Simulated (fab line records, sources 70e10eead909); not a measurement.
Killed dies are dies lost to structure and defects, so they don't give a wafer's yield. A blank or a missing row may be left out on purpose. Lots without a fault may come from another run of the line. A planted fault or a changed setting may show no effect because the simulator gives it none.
One fault seen from 3 desks | flow nand_harc | each desk has only its own numbers; what lay behind them comes last

THE METROLOGY DESK
What the gauges read, lot by lot, whatever tool the lot ran on: means of the sampled wafers that have a number. A lot is out of limits, marked OUT, if its mean lies more than 4 standard deviations from the usual mean; the brackets give that distance.
Columns: A = cd_nm at NHARC_A_CHANNEL_HOLE_D2_CD_MEAS_31, usual 90.2 nm
lot  | first seen here | A
L492 | day 13 13:18    | 89.2
L493 | day 14 08:58    | 90.3
L494 | day 14 13:08    | 89.1
L503 | day 18 06:42    | 90.4
L513 | day 22 18:55    | 90.2
This desk's finding: nothing out of limits on any of the 5 lots.

THE TOOL OWNER'S DESK: rie_si-05
The tool's own readings at NHARC_A_CHANNEL_FILL_D2_ETCHBACK_19 (etches the open film in HBr/Cl2, target depth 5 nm, time 1.7 s): means of the sampled wafers that have a number, for each lot that ran on this tool. A lot is out of limits, marked OUT, if its mean lies more than 4 standard deviations from the usual mean; the brackets give that distance.
Columns: A = drypump_motor_current_A at NHARC_A_CHANNEL_FILL_D2_ETCHBACK_19, usual 5.7 A; B = mfc_cl2_sccm at NHARC_A_CHANNEL_FILL_D2_ETCHBACK_19, usual 50.01 sccm; C = oes_product_au at NHARC_A_CHANNEL_FILL_D2_ETCHBACK_19, usual 0.998 a.u.; D = throttle_valve_pct at NHARC_A_CHANNEL_FILL_D2_ETCHBACK_19, usual 26.405 %
lot  | first seen here | A   | B     | C     | D
L492 | day 14 15:16    | 5.2 | 50.03 | 0.994 | 26.410
L493 | day 15 09:46    | 5.4 | 49.82 | 1.005 | 26.407
L503 | day 19 05:21    | 5.7 | 50.05 | 0.991 | 26.399
L513 | day 23 17:35    | 5.2 | 49.94 | 1.000 | 26.393
This desk's finding: nothing out of limits on any of the 4 lots.

THE DEFECT DESK
What the inspections along the route counted, lot by lot: means of the sampled wafers that have a number. A lot is out of limits, marked OUT, if its mean lies more than 4 standard deviations from the usual mean; the brackets give that distance.
Columns: A = raw_defect_count at NHARC_A_CHANNEL_HOLE_D2_INSPECT_40, usual 249
lot  | first seen here | A
L492 | day 13 13:29    | 348
L493 | day 14 09:08    | 313
L494 | day 14 13:18    | 301
L503 | day 18 06:53    | 234
L513 | day 22 19:06    | 272
This desk's finding: nothing out of limits on any of the 5 lots.

PUT TOGETHER
The metrology desk saw nothing out of limits.
The tool owner's desk saw nothing out of limits.
The defect desk saw nothing out of limits.

WHAT THE SIMULATOR HAD PUT IN
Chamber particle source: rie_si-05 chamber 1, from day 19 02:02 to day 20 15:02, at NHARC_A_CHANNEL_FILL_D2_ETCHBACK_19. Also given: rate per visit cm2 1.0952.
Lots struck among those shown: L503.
